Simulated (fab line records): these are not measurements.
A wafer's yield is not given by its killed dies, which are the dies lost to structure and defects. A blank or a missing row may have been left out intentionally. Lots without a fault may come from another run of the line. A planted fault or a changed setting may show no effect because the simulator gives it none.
Chamber matching | flow n5-finfet | rie-diel-03 running N5_BEOL_M5_VIA_ETCH_34: 4 sister chambers
The step etches SiCOH lowk in C4F6/O2, target depth 88.3 nm, time 39.2 s. 16 wafers are shown with their chamber, then 8 later ones without.

## WAFERS PAIRED WITH THEIR CHAMBERS
wafer  | chamber | drypump-motor-current-A (A) | throttle-valve-pct (%) | showerhead-plenum-p-Torr (Torr)
L074.2 | 1       | 6.0                         | 21.30                  | 2.94
L074.3 | 3       | 6.6                         | 20.71                  | 2.92
L074.6 | 3       | 6.7                         | 20.70                  | 2.92
L076.2 | 1       | 6.0                         | 21.28                  | 2.94
L076.5 | 3       | 6.6                         | 20.69                  | 2.92
L076.6 | 0       | 4.9                         | 20.62                  | 2.86
L083.3 | 1       | 6.0                         | 21.31                  | 2.93
L083.5 | 1       | 6.1                         | 21.31                  | 2.93
L083.6 | 2       | 5.8                         | 20.77                  | 2.85
L084.2 | 0       | 4.9                         | 20.65                  | 2.85
L084.4 | 3       | 6.6                         | 20.74                  | 2.91
L084.6 | 2       | 5.8                         | 20.80                  | 2.85
L086.3 | 2       | 5.8                         | 20.79                  | 2.85
L086.4 | 1       | 6.1                         | 21.32                  | 2.93
L086.6 | 2       | 5.8                         | 20.79                  | 2.85
L093.1 | 3       | 6.7                         | 20.76                  | 2.90

SIGNATURES (averages over the wafers above)
reading                  | chamber 0 | chamber 1 | chamber 2 | chamber 3 | scatter within a chamber
drypump-motor-current-A  | 4.900     | 6.040     | 5.800     | 6.640     | 0.0447
throttle-valve-pct       | 20.6350   | 21.3040   | 20.7875   | 20.7200   | 0.0209
showerhead-plenum-p-Torr | 2.8550    | 2.9340    | 2.8500    | 2.9140    | 0.00639
Rule: distance of a wafer from a chamber = root of the sum over the readings of ((wafer's reading minus chamber's mean) / reading's scatter) squared. If the next closest chamber is less than 2 further off than the closest, the wafer can't be placed; otherwise it belongs to the closest. The scatter is the square root of a quotient: the sum, over the shown wafers, of each reading's squared deviation from its chamber's mean, divided by wafers minus chambers.

## WAFERS WHOSE CHAMBER IS MISSING
wafer  | drypump-motor-current-A (A) | throttle-valve-pct (%) | showerhead-plenum-p-Torr (Torr)
L093.5 | 5.8                         | 20.81                  | 2.84
L093.6 | 6.7                         | 20.77                  | 2.90
L094.2 | 6.1                         | 21.36                  | 2.92
L094.3 | 5.8                         | 20.81                  | 2.84
L094.6 | 4.9                         | 20.68                  | 2.84
L096.1 | 4.9                         | 20.67                  | 2.84
L096.3 | 6.1                         | 21.35                  | 2.92
L096.5 | 6.6                         | 20.78                  | 2.90

## THE CHAMBER EACH PASSED THROUGH
wafer  | from the rows above | in truth
L093.5 | 2                   | 2
L093.6 | 3                   | 3
L094.2 | 1                   | 1
L094.3 | 2                   | 2
L094.6 | 0                   | 0
L096.1 | 0                   | 0
L096.3 | 1                   | 1
L096.5 | 3                   | 3
Correct placement for 8 of the 8. Can't be placed from these rows: 0. Number placed wrongly: 0.
